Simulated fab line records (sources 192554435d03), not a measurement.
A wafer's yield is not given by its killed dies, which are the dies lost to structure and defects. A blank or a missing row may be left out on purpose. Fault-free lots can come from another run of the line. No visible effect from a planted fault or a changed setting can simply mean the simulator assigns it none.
Split-lot experiment	flow n5 finfet	on a route of 1938 steps: 7 lots, 39 wafers read

THE SPLIT ITSELF
At N5_SD_EPI_P_ETCH_16 (etches SiO2 in CHF3/O2, target depth 5 nm), the setting target depth a was moved away from the recipe's 50 angstrom on 15 of the 39 wafers read, by -10.5% to +8.1%. All remaining wafers had this setting at the recipe value.

The reading comes from the split's own step.

THE READING
etch.depth nm (the simulator's own value, which no gauge read), in nm, at N5_SD_EPI_P_ETCH_16 (etches SiO2 in CHF3/O2, target depth 5 nm). There is no usual value for it anywhere in the file. The 24 wafers here that ran the recipe average 4.984 nm, standard deviation 0.073 nm.

wafer	tool, chamber at the split	target depth a as run, angstrom	against the recipe	etch.depth nm, nm	against lot-mates on the recipe
L080.1	rie diel-05, 1	50	recipe	4.92	-
L080.2	rie diel-05, 2	50	recipe	4.893	-
L080.5	rie diel-05, 2	50	recipe	4.893	-
L080.3	rie diel-05, 0	50	recipe	5.153	-
L080.4	rie diel-05, 3	50	recipe	5.016	-
L080.6	rie diel-05, 3	50	recipe	5.05	-
L083.1	rie diel-06, 2	50	recipe	5.065	-
L083.2	rie diel-06, 3	50	recipe	4.968	-
L083.3	rie diel-06, 0	53.01	+6.0%	5.226	+0.225
L083.4	rie diel-06, 1	50	recipe	4.97	-
L083.5	rie diel-06, 2	53.01	+6.0%	5.346	+0.345
L083.6	rie diel-06, 3	53.01	+6.0%	5.229	+0.228
L086.1	rie diel-05, 3	50	recipe	5.037	-
L086.2	rie diel-05, 1	53.27	+6.5%	5.278	+0.309
L086.3	rie diel-05, 2	53.27	+6.5%	5.251	+0.282
L086.4	rie diel-05, 2	50	recipe	4.924	-
L086.5	rie diel-05, 3	53.27	+6.5%	5.384	+0.415
L086.6	rie diel-05, 1	50	recipe	4.946	-
L087.2	rie diel-05, 0	50	recipe	5.124	-
L087.4	rie diel-05, 3	50	recipe	5.001	-
L087.5	rie diel-05, 2	50	recipe	4.945	-
L089.1	rie diel-06, 0	54.03	+8.1%	5.313	+0.383
L089.2	rie diel-06, 2	54.03	+8.1%	5.415	+0.485
L089.3	rie diel-06, 1	50	recipe	4.947	-
L089.4	rie diel-06, 3	54.03	+8.1%	5.304	+0.374
L089.5	rie diel-06, 3	50	recipe	4.94	-
L089.6	rie diel-06, 0	50	recipe	4.903	-
L091.1	rie diel-06, 3	47.68	-4.6%	4.713	-0.263
L091.2	rie diel-06, 1	50	recipe	5.009	-
L091.3	rie diel-06, 0	47.68	-4.6%	4.7	-0.276
L091.4	rie diel-06, 2	47.68	-4.6%	4.752	-0.224
L091.5	rie diel-06, 2	50	recipe	4.97	-
L091.6	rie diel-06, 1	50	recipe	4.948	-
L097.1	rie diel-05, 1	50	recipe	4.897	-
L097.2	rie diel-05, 0	44.76	-10.5%	4.614	-0.384
L097.3	rie diel-05, 2	44.76	-10.5%	4.422	-0.576
L097.4	rie diel-05, 3	50	recipe	4.977	-
L097.5	rie diel-05, 0	50	recipe	5.121	-
L097.6	rie diel-05, 1	44.76	-10.5%	4.312	-0.686

FIT RESULTS
A straight line over all 39 wafers: etch.depth nm changes by +0.0493 nm for each +1% of target depth a; r = +0.95; the points scatter about the line by 0.075 nm.
The same after taking each lot's own level away (the mean of its wafers on the recipe; 39 wafers): +0.0512 nm for each +1%; r = +0.96; scatter 0.072 nm.
On that fit, the largest move of target depth a shifts the reading by 0.54 nm.
Across the lots, their own levels run from 4.9300 to 5.0233 nm, a range of 1.3 times the standard deviation given above.
The two slopes agree, so the slope changes little with the lot-to-lot level.
Check: -0.574 nm against its lot-mates is what the line predicts for one of the wafers moved furthest among these (-10.5%) when that wafer is left out of the fit. It came out at -0.384 nm against them.

FURTHER SPLITS ON THESE WAFERS
Other splits were also applied to these wafers ahead of the reading. Each is held against what the fit with the lots' levels taken away leaves over:
other split on the same wafers	wafers away from the commonest value	r with etch.depth nm (lot level and that fit taken away)
N5_FIN_SAQP_ETCH_52 source w	18	-0.09
N5_DUMMY_GATE_ETCH_37 source w	12	+0.05

THE FILE'S OWN FIT
etch.depth nm changes by +0.0511 nm for each +1% of target depth a, r = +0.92.
